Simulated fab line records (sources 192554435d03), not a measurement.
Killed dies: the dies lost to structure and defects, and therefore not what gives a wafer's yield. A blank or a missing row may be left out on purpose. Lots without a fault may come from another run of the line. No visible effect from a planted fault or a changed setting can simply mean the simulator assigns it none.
Matching of chambers    flow n5-finfet    3 sister chambers for N5_BEOL_M5_CO_CAP_78 on cvd-co-01
The step material Co, precursor CCTBA/H2, target thk 2 nm, time 102.1 s. 16 wafers are shown with their chamber, then 8 later ones without.

EACH WAFER AND ITS CHAMBER
wafer   chamber  heater-power-w (W)  susceptor-temp-C (C)
L077.4  2        250                 199.84
L077.5  0        229                 200.10
L077.6  1        231                 199.99
L079.1  0        228                 200.27
L079.4  1        233                 199.75
L079.6  2        240                 199.79
L080.2  1        236                 199.79
L080.4  1        232                 199.97
L080.5  0        228                 200.08
L090.2  0        233                 199.90
L090.4  1        238                 199.75
L090.6  0        233                 200.14
L092.1  1        232                 200.15
L092.2  2        246                 200.04
L092.4  2        241                 200.04
L095.2  0        237                 199.90

SIGNATURES (averages over the wafers above)
reading           chamber 0  chamber 1  chamber 2  scatter within a chamber
heater-power-w    231.33     233.67     244.25     3.59
susceptor-temp-C  200.0650   199.9000   199.9275   0.149
Rule: for a wafer and a chamber, the distance is found by dividing, reading by reading, the gap between the wafer's reading and the chamber's mean by the reading's scatter, squaring, summing and taking the root. If the next closest chamber is less than 2 further off than the closest, the wafer can't be placed; otherwise it belongs to the closest. The scatter: take each reading less its chamber's mean, square it, sum over the shown wafers, divide by the number of wafers less the number of chambers, and take the root.

WAFERS MISSING THEIR CHAMBER
wafer   heater-power-w (W)  susceptor-temp-C (C)
L095.5  235                 199.80
L095.6  237                 200.36
L096.2  244                 200.16
L096.5  231                 199.88
L096.6  236                 200.14
L097.1  251                 200.02
L097.5  247                 200.05
L097.6  231                 200.07

WHICH CHAMBER EACH ONE RAN IN
wafer   from the rows above           in truth
L095.5  can't be placed: 1 or 0 or 2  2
L095.6  can't be placed: 0 or 1 or 2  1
L096.2  can't be placed: 2 or 1       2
L096.5  can't be placed: 1 or 0       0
L096.6  can't be placed: 0 or 1 or 2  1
L097.1  2                             2
L097.5  2                             2
L097.6  can't be placed: 0 or 1       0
Correctly placed: 2 of 8. Can't be placed from these rows: 6 (the true chamber is among the candidates in 6). Number placed wrongly: 0.
